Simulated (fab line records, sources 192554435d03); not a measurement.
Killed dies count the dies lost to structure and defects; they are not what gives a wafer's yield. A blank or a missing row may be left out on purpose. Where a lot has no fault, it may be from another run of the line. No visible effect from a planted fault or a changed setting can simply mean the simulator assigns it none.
Chamber matching || flow n5_finfet || pecvd-01 running N5_BEOL_M13_DEP_53: 3 sister chambers
The step deposits SiCN from 3MS/NH3, target thk 50 nm, time 17.8 s. 24 wafers are shown with their chamber, then 12 later ones without.

== EACH WAFER AND ITS CHAMBER ==
{"wafer": "L076.2", "chamber": 1, "throttle_valve_pct (%)": 17.7, "showerhead_plenum_p_Torr (Torr)": 4.122}
{"wafer": "L076.3", "chamber": 2, "throttle_valve_pct (%)": 16.7, "showerhead_plenum_p_Torr (Torr)": 4.150}
{"wafer": "L076.5", "chamber": 2, "throttle_valve_pct (%)": 16.7, "showerhead_plenum_p_Torr (Torr)": 4.144}
{"wafer": "L078.2", "chamber": 2, "throttle_valve_pct (%)": 16.8, "showerhead_plenum_p_Torr (Torr)": 4.155}
{"wafer": "L078.4", "chamber": 1, "throttle_valve_pct (%)": 17.4, "showerhead_plenum_p_Torr (Torr)": 4.122}
{"wafer": "L078.6", "chamber": 0, "throttle_valve_pct (%)": 16.5, "showerhead_plenum_p_Torr (Torr)": 4.134}
{"wafer": "L083.3", "chamber": 1, "throttle_valve_pct (%)": 17.2, "showerhead_plenum_p_Torr (Torr)": 4.115}
{"wafer": "L083.4", "chamber": 2, "throttle_valve_pct (%)": 16.8, "showerhead_plenum_p_Torr (Torr)": 4.144}
{"wafer": "L083.5", "chamber": 1, "throttle_valve_pct (%)": 17.4, "showerhead_plenum_p_Torr (Torr)": 4.126}
{"wafer": "L082.2", "chamber": 1, "throttle_valve_pct (%)": 17.3, "showerhead_plenum_p_Torr (Torr)": 4.127}
{"wafer": "L082.3", "chamber": 0, "throttle_valve_pct (%)": 16.4, "showerhead_plenum_p_Torr (Torr)": 4.121}
{"wafer": "L082.5", "chamber": 0, "throttle_valve_pct (%)": 16.5, "showerhead_plenum_p_Torr (Torr)": 4.124}
{"wafer": "L084.1", "chamber": 1, "throttle_valve_pct (%)": 17.3, "showerhead_plenum_p_Torr (Torr)": 4.129}
{"wafer": "L084.2", "chamber": 2, "throttle_valve_pct (%)": 16.8, "showerhead_plenum_p_Torr (Torr)": 4.145}
{"wafer": "L084.4", "chamber": 0, "throttle_valve_pct (%)": 16.5, "showerhead_plenum_p_Torr (Torr)": 4.116}
{"wafer": "L086.1", "chamber": 2, "throttle_valve_pct (%)": 16.8, "showerhead_plenum_p_Torr (Torr)": 4.153}
{"wafer": "L086.4", "chamber": 0, "throttle_valve_pct (%)": 16.7, "showerhead_plenum_p_Torr (Torr)": 4.126}
{"wafer": "L086.6", "chamber": 2, "throttle_valve_pct (%)": 16.9, "showerhead_plenum_p_Torr (Torr)": 4.149}
{"wafer": "L089.4", "chamber": 2, "throttle_valve_pct (%)": 16.5, "showerhead_plenum_p_Torr (Torr)": 4.152}
{"wafer": "L089.5", "chamber": 1, "throttle_valve_pct (%)": 17.3, "showerhead_plenum_p_Torr (Torr)": 4.125}
{"wafer": "L089.6", "chamber": 0, "throttle_valve_pct (%)": 16.6, "showerhead_plenum_p_Torr (Torr)": 4.126}
{"wafer": "L088.2", "chamber": 1, "throttle_valve_pct (%)": 17.5, "showerhead_plenum_p_Torr (Torr)": 4.123}
{"wafer": "L088.5", "chamber": 0, "throttle_valve_pct (%)": 16.4, "showerhead_plenum_p_Torr (Torr)": 4.144}
{"wafer": "L088.6", "chamber": 1, "throttle_valve_pct (%)": 17.3, "showerhead_plenum_p_Torr (Torr)": 4.125}

SIGNATURES (averages over the wafers above)
{"reading": "throttle_valve_pct", "chamber 0": 16.514, "chamber 1": 17.378, "chamber 2": 16.750, "scatter within a chamber": 0.128}
{"reading": "showerhead_plenum_p_Torr", "chamber 0": 4.12729, "chamber 1": 4.12378, "chamber 2": 4.14900, "scatter within a chamber": 0.00603}
Rule: for each reading, subtract the chamber's mean from the wafer's reading, divide by that reading's scatter and square the result; add these up over the readings and take the root, which gives the wafer's distance from the chamber. The wafer belongs to the nearest chamber; if the next one is less than 2 further off, it can't be placed. The scatter: take each reading less its chamber's mean, square it, sum over the shown wafers, divide by the number of wafers less the number of chambers, and take the root.

== WAFERS MISSING THEIR CHAMBER ==
{"wafer": "L087.1", "throttle_valve_pct (%)": 16.8, "showerhead_plenum_p_Torr (Torr)": 4.156}
{"wafer": "L087.4", "throttle_valve_pct (%)": 16.7, "showerhead_plenum_p_Torr (Torr)": 4.117}
{"wafer": "L087.5", "throttle_valve_pct (%)": 16.7, "showerhead_plenum_p_Torr (Torr)": 4.147}
{"wafer": "L090.1", "throttle_valve_pct (%)": 17.4, "showerhead_plenum_p_Torr (Torr)": 4.130}
{"wafer": "L090.2", "throttle_valve_pct (%)": 16.8, "showerhead_plenum_p_Torr (Torr)": 4.126}
{"wafer": "L090.6", "throttle_valve_pct (%)": 16.5, "showerhead_plenum_p_Torr (Torr)": 4.122}
{"wafer": "L094.1", "throttle_valve_pct (%)": 16.6, "showerhead_plenum_p_Torr (Torr)": 4.147}
{"wafer": "L094.5", "throttle_valve_pct (%)": 16.8, "showerhead_plenum_p_Torr (Torr)": 4.127}
{"wafer": "L094.6", "throttle_valve_pct (%)": 16.8, "showerhead_plenum_p_Torr (Torr)": 4.162}
{"wafer": "L097.1", "throttle_valve_pct (%)": 16.7, "showerhead_plenum_p_Torr (Torr)": 4.120}
{"wafer": "L097.3", "throttle_valve_pct (%)": 16.8, "showerhead_plenum_p_Torr (Torr)": 4.120}
{"wafer": "L097.5", "throttle_valve_pct (%)": 17.2, "showerhead_plenum_p_Torr (Torr)": 4.152}

== EACH ONE'S CHAMBER ==
{"wafer": "L087.1", "from the rows above": 2, "in truth": 2}
{"wafer": "L087.4", "from the rows above": 0, "in truth": 0}
{"wafer": "L087.5", "from the rows above": 2, "in truth": 2}
{"wafer": "L090.1", "from the rows above": 1, "in truth": 1}
{"wafer": "L090.2", "from the rows above": "can't be placed: 0 or 2", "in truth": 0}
{"wafer": "L090.6", "from the rows above": 0, "in truth": 0}
{"wafer": "L094.1", "from the rows above": 2, "in truth": 2}
{"wafer": "L094.5", "from the rows above": "can't be placed: 0 or 2", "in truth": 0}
{"wafer": "L094.6", "from the rows above": 2, "in truth": 2}
{"wafer": "L097.1", "from the rows above": 0, "in truth": 0}
{"wafer": "L097.3", "from the rows above": 0, "in truth": 0}
{"wafer": "L097.5", "from the rows above": "can't be placed: 2 or 1", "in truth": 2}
Placed correctly: 9 of 12. Cannot be placed on the basis of these rows: 3; the candidates contain the true chamber in 3. 0 placed wrongly.
